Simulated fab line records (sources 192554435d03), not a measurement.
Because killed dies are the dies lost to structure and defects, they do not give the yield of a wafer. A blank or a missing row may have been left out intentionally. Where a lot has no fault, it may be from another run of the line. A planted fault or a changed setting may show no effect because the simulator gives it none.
fab line records | flow n5_finfet
[record] lots = 11 | wafers = 33 | last_day = 19
route steps=1938 shown BEOL_M8@1379
lots that met no fault: from a run of the same line without faults
start_h: the number of hours between the record's first day and the start of the first shown wafer of the lot | wait_h: hours since the lot's step before | " same as the row above | L1.1+2: several wafers, shown together as one row | - no value, or no start given | * or withheld: withheld | < > ~ a bound
route shown NAME@n: names a module that has steps shown in the file, with the first one's number in the route | usual: mean/standard deviation of fault-free wafers | same: alike in all rows | chamber/n: place in a boat | sites: per-site readings | _std_site: the standard deviation of these | _edge_site: inner sites' mean taken away from outer sites' mean | radius_mm: for every site, how far away it sits from the centre of the wafer | mask NAME#n: copy n | behind: the tool/chamber that last shaped the wafer | hold: the reason the lot was held/the length of the hold in hours/how it ended | device: which transistor (n, p or np) failed to switch | end of line: the same wafers' tests at the end of the route | a step without rows: its recipe alone | killed: at the first sort, the dies lost to defects and structure; wafer yield is something else | map: a wafer's dies, x killed, . not, _ none there
set.NAME: the setting that was run; set.NAME@STEP: the one run at that earlier step | model.NAME: the simulator's own value behind a step, which no gauge read
the route's steps for a sample of lots (tables are steps, rows are wafers)
services: the hour from which a tool's chamber was out of use, counted from the record's first day as start_h (under 0 if before that day), plus the number of hours and why
[[steps]]
[step N5_BEOL_M8_STRIP_80]
[recipe] chemistry = N2/H2 | time_s = 10 | power_w = 450 | temp_c = 40 | pressure_mtorr = 20 | rf_frequency_hz = 6e+07 | bias_power_w = 7 | n2_flow_sccm = 200 | h2_flow_sccm = 200
[usual] drypump_motor_current_A = 6.0/0.48 | oes_product_au = 0.79/0.075 | rf_vpp_V = 59.4/0.89 | showerhead_plenum_p_Torr = 2.60/0.075 | throttle_valve_pct = 23.7/0.31
lot.wafer | tool        | chamber | start_h | wait_h | drypump_motor_current_A | oes_product_au | rf_hours_counter_h | rf_vpp_V | showerhead_plenum_p_Torr | throttle_valve_pct
L434.2    | rie_diel-02 | 1       | -       | -      | 5.0                     | 0.86           | 59                 | 58.9     | 2.48                     | 23.8
L434.4    | "           | 0       | "       | "      | 6.2                     | 0.70           | 203                | 60.1     | 2.62                     | 23.6
L434.6    | "           | 2       | "       | "      | 6.1                     | 0.91           | -                  | 60.5     | 2.71                     | 23.5
L436.1    | rie_diel-03 | 0       | -       | -      | 6.4                     | 0.88           | 32                 | 59.9     | 2.59                     | 23.4
L436.2    | "           | 1       | "       | "      | 6.7                     | 0.71           | 206                | 58.6     | 2.62                     | 23.2
L436.4    | "           | 3       | "       | "      | 6.1                     | 0.73           | 188                | 59.0     | 2.52                     | 23.7
L437.3    | rie_diel-05 | 2       | -       | -      | 5.9                     | 0.97           | 0                  | 60.1     | 2.60                     | 23.1
L437.5    | "           | 2       | "       | "      | 5.9                     | 0.98           | -                  | 58.7     | 2.60                     | 23.1
L437.6    | "           | 3       | "       | "      | 6.4                     | 0.70           | -                  | 58.4     | 2.61                     | 23.6
L438.2    | rie_diel-03 | 0       | -       | -      | 6.4                     | 0.86           | 35                 | 59.6     | 2.58                     | 23.4
L438.3    | "           | 3       | "       | "      | 6.2                     | 0.72           | 192                | 58.7     | 2.52                     | 23.7
L438.5    | "           | 2       | "       | "      | 5.8                     | 0.83           | -                  | 60.7     | 2.69                     | 24.1
L439.1    | rie_diel-03 | 1       | -       | -      | 6.7                     | 0.71           | 214                | 60.3     | 2.62                     | 23.2
L439.3    | "           | 2       | "       | "      | 5.8                     | 0.83           | 70                 | 59.1     | 2.69                     | 24.1
L439.4    | "           | 0       | "       | "      | 6.4                     | 0.86           | 40                 | 60.2     | 2.58                     | 23.4
L440.1    | rie_diel-02 | 0       | -       | -      | 6.2                     | 0.70           | 218                | 58.9     | 2.61                     | 23.7
L440.3    | "           | 2       | "       | "      | 6.1                     | 0.88           | 28                 | 60.8     | 2.70                     | 23.5
L440.5    | "           | 0       | "       | "      | 6.2                     | 0.69           | -                  | 58.0     | 2.61                     | 23.7
L441.2    | rie_diel-03 | 0       | -       | -      | 6.4                     | 0.85           | 44                 | 57.3     | 2.58                     | 23.4
L441.4    | "           | 3       | "       | "      | 6.2                     | 0.73           | -                  | 59.2     | 2.51                     | 23.7
L441.6    | "           | 0       | "       | "      | 6.4                     | 0.85           | -                  | 58.3     | 2.58                     | 23.4
L444.1    | rie_diel-05 | 2       | -       | -      | 5.9                     | 0.90           | 14                 | 59.1     | 2.59                     | 23.1
L444.2    | "           | 1       | "       | "      | 4.9                     | 0.83           | 92                 | 60.2     | 2.45                     | 23.2
L444.5    | "           | 1       | "       | "      | 4.9                     | 0.82           | -                  | 58.8     | 2.45                     | 23.2
L446.2    | rie_diel-05 | 2       | -       | -      | 5.9                     | 0.91           | 17                 | 60.3     | 2.59                     | 23.1
L446.3    | "           | 1       | "       | "      | 4.9                     | 0.82           | 95                 | 59.3     | 2.45                     | 23.2
L446.4    | "           | 3       | "       | "      | 6.4                     | 0.69           | 239                | 59.5     | 2.60                     | 23.6
L451.2    | rie_diel-05 | 2       | -       | -      | 5.9                     | 0.89           | 24                 | 58.5     | 2.59                     | 23.2
L451.5    | "           | 1       | "       | "      | 4.9                     | 0.82           | -                  | 60.9     | 2.45                     | 23.2
L451.6    | "           | 2       | "       | "      | 5.9                     | 0.89           | -                  | 60.4     | 2.59                     | 23.2
L453.1    | rie_diel-02 | 2       | -       | -      | 6.0                     | 0.84           | 57                 | 59.8     | 2.69                     | 23.6
L453.3    | "           | 3       | "       | "      | 5.8                     | 0.76           | 160                | 59.8     | 2.64                     | 24.0
L453.4    | "           | 1       | "       | "      | 5.0                     | 0.80           | 102                | 59.7     | 2.46                     | 23.9
[step N5_BEOL_M8_ALD_77]
[recipe] material = TaN | target_thk_a = 20 | temp_c = 275 | ald_precursor_family = PDMAT | ald_co_reactant = NH3 | pressure_torr = 3 | carrier_flow_sccm = 1500 | pulse_time_s = 2 | purge_time_s = 3 | co_reactant_purge_time_s = 2 | co_reactant_pulse_time_s = 3 | ald_cycles = 40 | precursor_vessel_temp_c = 75 | precursor_vessel_pressure_torr = 26.25 | precursor_vessel_carrier_sccm = 1000
[usual] ald_cycles = 40/0 | heater_power_w = 420/75 | precursor_vessel_pressure_torr = 26.24/0.05 | susceptor_temp_C = 274.99/0.16
lot.wafer | tool         | chamber | start_h | wait_h | ald_cycles | heater_power_w | precursor_vessel_pressure_torr | susceptor_temp_C
L434.2    | ald_metal-04 | 0       | 245.37  | 0.0    | 40         | 434            | 26.25                          | 274.96
L434.4    | "            | 1       | "       | "      | 40         | 458            | 26.21                          | 274.55
L434.6    | "            | 1       | "       | "      | 40         | 440            | 26.18                          | 274.82
L436.1    | ald_metal-01 | 0       | 263.09  | 0.0    | 40         | 436            | 26.27                          | 275.03
L436.2    | "            | 2       | "       | "      | 40         | 433            | 26.19                          | 275.05
L436.4    | "            | 1       | "       | "      | 40         | 372            | 26.27                          | 275.08
L437.3    | ald_metal-02 | 1       | 267.99  | 0.1    | 40         | 401            | 26.24                          | 274.74
L437.5    | "            | 0       | "       | "      | 40         | 380            | 26.20                          | 275.07
L437.6    | "            | 1       | "       | "      | 40         | 410            | 26.22                          | 274.87
L438.2    | ald_metal-01 | 3       | 275.85  | 0.0    | 40         | 343            | 26.23                          | 275.18
L438.3    | "            | 1       | "       | "      | 40         | 364            | 26.30                          | 275.17
L438.5    | "            | 3       | "       | "      | 40         | 342            | 26.23                          | 274.96
L439.1    | ald_metal-01 | 0       | 288.94  | 0.0    | 40         | 441            | 26.25                          | 274.79
L439.3    | "            | 1       | "       | "      | 40         | 366            | 26.35                          | 275.45
L439.4    | "            | 3       | "       | "      | 40         | 338            | 26.19                          | 275.13
L440.1    | ald_metal-02 | 2       | 290.18  | 0.1    | 40         | 613            | 26.28                          | 275.20
L440.3    | "            | 0       | "       | "      | 40         | 383            | 26.27                          | 274.96
L440.5    | "            | 2       | "       | "      | 40         | 638            | 26.28                          | 274.75
L441.2    | ald_metal-04 | 2       | 296.84  | 0.1    | 40         | 374            | 26.13                          | 275.10
L441.4    | "            | 0       | "       | "      | 40         | 441            | 26.23                          | 274.82
L441.6    | "            | 3       | "       | "      | 40         | 508            | 26.26                          | 274.83
L444.1    | ald_metal-01 | 1       | 311.96  | 0.0    | 40         | 371            | 26.18                          | 275.12
L444.2    | "            | 0       | "       | "      | 40         | 440            | 26.23                          | 275.42
L444.5    | "            | 2       | "       | "      | 40         | 429            | 26.29                          | 274.97
L446.2    | ald_metal-01 | 2       | 320.22  | 0.1    | 40         | 433            | 26.23                          | 275.06
L446.3    | "            | 1       | "       | "      | 52         | 377            | 26.26                          | 274.75
L446.4    | "            | 0       | "       | "      | 40         | 439            | 26.25                          | 274.92
L451.2    | ald_metal-04 | 1       | 347.39  | 0.1    | 40         | 455            | 26.21                          | 274.75
L451.5    | "            | 3       | "       | "      | 40         | 515            | 26.21                          | 274.82
L451.6    | "            | 0       | "       | "      | 40         | 429            | 26.32                          | 275.09
L453.1    | ald_metal-02 | 3       | 369.44  | 0.0    | 40         | 312            | 26.26                          | 274.99
L453.3    | "            | 0       | "       | "      | 40         | 382            | 26.25                          | 275.07
L453.4    | "            | 2       | "       | "      | 40         | 614            | 26.25                          | 275.22
[step N5_BEOL_M8_CMP_52]
[recipe] stop_on = SiCOH_lowk | t_overpolish_s = 6.9 | down_force_psi = 1 | platen_rpm = 50 | clearing_platen_down_force_psi = 1.5 | clearing_platen_rpm = 50 | post_cmp_clean = cu_alkaline | target_thk_nm = 80 | clearing_platen_pad_velocity_m_s = 0.99484 | pad_velocity_m_s = 0.99484
[usual] motor_current_A = 6.0/0.46
lot.wafer | tool   | chamber | start_h | wait_h | motor_current_A
L434.4    | cmp-03 | 2       | 247.06  | 0.1    | 6.9
L434.2    | "      | 3       | "       | "      | 5.6
L434.6    | "      | 3       | "       | "      | 5.8
L436.2    | cmp-03 | 2       | 264.32  | 0.2    | 6.7
L436.4    | "      | 0       | "       | "      | 5.8
L436.1    | "      | 1       | "       | "      | 5.5
L437.3    | cmp-04 | 3       | 269.13  | 0.2    | 6.7
L437.6    | "      | 1       | "       | "      | 6.2
L437.5    | "      | 2       | "       | "      | 5.1
L438.2    | cmp-02 | 2       | 277.12  | 0.3    | 6.0
L438.3    | "      | 3       | "       | "      | 6.0
L438.5    | "      | 1       | "       | "      | 5.7
L439.3    | cmp-04 | 1       | 290.13  | 0.2    | 6.3
L439.4    | "      | 2       | "       | "      | 5.2
L439.1    | "      | 3       | "       | "      | 6.6
L440.1    | cmp-02 | 1       | 292.09  | 0.3    | 5.8
L440.3    | "      | 0       | "       | "      | 6.1
L440.5    | "      | 1       | "       | "      | 6.0
L441.4    | cmp-02 | 3       | 298.33  | 0.1    | 6.4
L441.2    | "      | 0       | "       | "      | 6.4
L441.6    | "      | 0       | "       | "      | 6.3
L444.2    | cmp-02 | 0       | 313.69  | 0.3    | 6.2
L444.1    | "      | 1       | "       | "      | 5.6
L444.5    | "      | 2       | "       | "      | 5.9
L446.4    | cmp-04 | 3       | 321.61  | 0.2    | 6.2
L446.3    | "      | 0       | "       | "      | 6.7
L446.2    | "      | 1       | "       | "      | 6.2
L451.2    | cmp-02 | 0       | 348.61  | 0.3    | 5.8
L451.5    | "      | 1       | "       | "      | 5.8
L451.6    | "      | 2       | "       | "      | 6.1
L453.3    | cmp-04 | 0       | 372.25  | 0.2    | 6.3
L453.4    | "      | 1       | "       | "      | 6.0
L453.1    | "      | 2       | "       | "      | 5.2
[step N5_BEOL_M8_INSPECT_58]
[recipe] inspect_instrument = darkfield | mode = post_dep
[usual] raw_defect_count = 69/25
lot.wafer | tool              | chamber | start_h | wait_h | raw_defect_count
L434.2    | defect_inspect-01 | -       | 247.51  | 0.0    | 49
L434.4    | "                 | -       | "       | "      | 52
L434.6    | "                 | -       | "       | "      | 46
L436.1    | defect_inspect-02 | -       | 264.79  | 0.0    | 51
L436.2    | "                 | -       | "       | "      | 67
L436.4    | "                 | -       | "       | "      | 82
L437.3    | defect_inspect-01 | -       | 269.51  | 0.0    | 89
L437.5    | "                 | -       | "       | "      | 67
L437.6    | "                 | -       | "       | "      | 71
L438.2    | defect_inspect-01 | -       | 277.53  | 0.0    | 90
L438.3    | "                 | -       | "       | "      | 79
L438.5    | "                 | -       | "       | "      | 85
L439.1    | defect_inspect-01 | -       | 290.55  | 0.0    | 49
L439.3    | "                 | -       | "       | "      | 62
L439.4    | "                 | -       | "       | "      | 47
L440.1    | defect_inspect-02 | -       | 292.54  | 0.0    | 75
L440.3    | "                 | -       | "       | "      | 76
L440.5    | "                 | -       | "       | "      | 62
L441.2    | defect_inspect-01 | -       | 298.78  | 0.0    | 40
L441.4    | "                 | -       | "       | "      | 56
L441.6    | "                 | -       | "       | "      | 43
L444.1    | defect_inspect-02 | -       | 314.07  | 0.0    | 74
L444.2    | "                 | -       | "       | "      | 66
L444.5    | "                 | -       | "       | "      | 52
L446.2    | defect_inspect-01 | -       | 322.02  | 0.0    | 29
L446.3    | "                 | -       | "       | "      | 73
L446.4    | "                 | -       | "       | "      | 82
L451.2    | defect_inspect-01 | -       | 348.95  | 0.0    | 51
L451.5    | "                 | -       | "       | "      | 43
L451.6    | "                 | -       | "       | "      | 50
L453.1    | defect_inspect-02 | -       | 372.66  | 0.0    | 88
L453.3    | "                 | -       | "       | "      | 71
L453.4    | "                 | -       | "       | "      | 68
[[services]]
tool         | chamber | start_h | hours | kind
rie_diel-03  | 1       | 222.81  | 2.7   | repair
rie_diel-02  | 0       | 236.29  | 1.6   | repair
cmp-02       | -       | 238.51  | 0.8   | repair
rie_diel-05  | 2       | 248.47  | 1.5   | repair
rie_diel-05  | 2       | 250.18  | -     | clean
rie_diel-05  | 2       | 250.18  | -     | consumable_replace:focus_ring
rie_diel-05  | 2       | 250.18  | 13.4  | scheduled_down
rie_diel-05  | 2       | 250.18  | 13.4  | vent_cycle
rie_diel-03  | 0       | 253.76  | 5.9   | repair
cmp-04       | -       | 257.06  | 1.3   | repair
rie_diel-05  | 1       | 276.26  | 3.2   | repair
cmp-02       | -       | 283.74  | 4.0   | pm
cmp-02       | -       | 287.74  | -     | consumable_replace:conditioner
cmp-02       | -       | 287.74  | -     | consumable_replace:pad
cmp-03       | -       | 289.82  | 0.5   | repair
ald_metal-04 | 0       | 293.29  | 1.6   | repair
rie_diel-05  | -       | 322.76  | 14.6  | pm
ald_metal-04 | -       | 335.82  | 6.0   | pm
rie_diel-05  | 0       | 341.64  | 21.4  | repair
ald_metal-02 | -       | 341.92  | 8.7   | pm
rie_diel-05  | 1       | 364.89  | 25.3  | repair
cmp-04       | -       | 365.41  | 1.9   | repair
cmp-04       | -       | 368.28  | 0.4   | repair
ald_metal-02 | 1       | 369.77  | 23.8  | repair
[[key]]
[first_sign] step = N5_BEOL_M8_ALD_77 | reading = ald_cycles | direction = up | sigmas = 99+ | usual = * | struck = *
effect none on later readings
met_at N5_BEOL_M8_ALD_77
struck_lots L446
struck_wafers L446.3
not_acting_at N5_BEOL_M8_STRIP_80,N5_BEOL_M8_CMP_52,N5_BEOL_M8_INSPECT_58
onset_between 311.96 320.22
[fault] kind = process_parameter_drift | tool = ald_metal-01 | chamber = 1 | onset_h = 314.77 | steps = N5_BEOL_M8_ALD_77 | channel = ald_cycles | offset = * | shape = step | acts_in = * | stated = *
